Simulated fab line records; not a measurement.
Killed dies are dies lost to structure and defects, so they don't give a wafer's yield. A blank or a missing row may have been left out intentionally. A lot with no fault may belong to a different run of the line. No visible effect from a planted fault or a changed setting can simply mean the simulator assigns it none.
Chamber matching :: flow n5Finfet :: N5_BEOL_M12_VIA_ETCH_16 on rieDiel-05: 4 sister chambers
The step etches SiOC in C4F8/O2/Ar, target depth 724.8 nm. 4 wafers are shown with their chamber, then 7 later ones without.

== WAFERS WITH THEIR CHAMBER ==
wafer: L085.2
chamber: 1
throttleValvePct (%): 24.22

wafer: L090.5
chamber: 3
throttleValvePct (%): 24.34

wafer: L093.2
chamber: 2
throttleValvePct (%): 24.63

wafer: L093.3
chamber: 0
throttleValvePct (%): 24.39

== WAFERS WITH NO CHAMBER GIVEN ==
wafer: L093.4
throttleValvePct (%): 24.63

wafer: L095.2
throttleValvePct (%): 24.36

wafer: L095.5
throttleValvePct (%): 24.41

wafer: L095.6
throttleValvePct (%): 24.26

wafer: L097.2
throttleValvePct (%): 24.38

wafer: L097.4
throttleValvePct (%): 24.35

wafer: L097.6
throttleValvePct (%): 24.41

== CHAMBER TAKEN BY EACH ==
wafer: L093.4
from the rows above: 2
in truth: 2

wafer: L095.2
from the rows above: can't be placed: 3 or 0
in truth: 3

wafer: L095.5
from the rows above: 0
in truth: 0

wafer: L095.6
from the rows above: can't be placed: 1 or 3
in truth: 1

wafer: L097.2
from the rows above: can't be placed: 0 or 3
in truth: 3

wafer: L097.4
from the rows above: can't be placed: 3 or 0
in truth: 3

wafer: L097.6
from the rows above: 0
in truth: 0
Correct placement for 3 of the 7. Can't be placed from these rows: 4 (the true chamber is among the candidates in 4). Number placed wrongly: 0.
How it was worked out, from the rows above alone: a wafer's distance from a chamber is the root of the sum, over the readings, of the square of ((its reading less the chamber's mean) divided by the reading's scatter). If the next closest chamber is less than 2 further off than the closest, the wafer can't be placed; otherwise it belongs to the closest. The mean given for a chamber averages the wafers shown for that chamber. The scatter (one wafer shown for each chamber): square how far every hidden wafer sits from the nearest shown wafer, average those squares and take the square root.
